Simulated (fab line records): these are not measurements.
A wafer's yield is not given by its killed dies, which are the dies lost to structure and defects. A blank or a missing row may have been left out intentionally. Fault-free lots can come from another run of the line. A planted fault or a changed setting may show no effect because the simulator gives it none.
Matching of chambers	flow nand_harc	NHARC_A_SLIT_DEP_23 on pecvd-04 has 3 sister chambers
The step deposits SiON, target thk 100 nm. 6 wafers are shown with their chamber, then 8 later ones without.

WAFERS PAIRED WITH THEIR CHAMBERS
wafer	chamber	showerhead_vpp_V (V)	heater_power_outer_w (W)
L088.1	2	1201	445
L088.2	1	1155	397
L093.1	1	1148	396
L093.2	2	1194	448
L093.6	0	1153	357
L095.2	0	1159	400

WAFERS MISSING THEIR CHAMBER
wafer	showerhead_vpp_V (V)	heater_power_outer_w (W)
L095.4	1187	356
L095.5	1152	389
L091.4	1150	338
L091.5	1122	436
L091.6	1206	436
L094.1	1202	408
L094.3	1156	347
L094.6	1167	352

WHICH CHAMBER EACH WENT THROUGH
wafer	from the rows above	in truth
L095.4	can't be placed: 2 or 0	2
L095.5	can't be placed: 1 or 0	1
L091.4	can't be placed: 0 or 1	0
L091.5	can't be placed: 1 or 0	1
L091.6	2	2
L094.1	2	2
L094.3	can't be placed: 0 or 1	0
L094.6	can't be placed: 0 or 1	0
2 of 8 placed correctly. From these rows, 6 cannot be placed; in 6 the true chamber is one of the candidates. 0 placed wrongly.
How it was worked out, from the rows above alone: a wafer's distance from a chamber is the root of the sum, over the readings, of the square of ((its reading less the chamber's mean) divided by the reading's scatter). If the next closest chamber is less than 2 further off than the closest, the wafer can't be placed; otherwise it belongs to the closest. The mean given for a chamber averages the wafers shown for that chamber. The scatter: take each reading less its chamber's mean, square it, sum over the shown wafers, divide by the number of wafers less the number of chambers, and take the root.
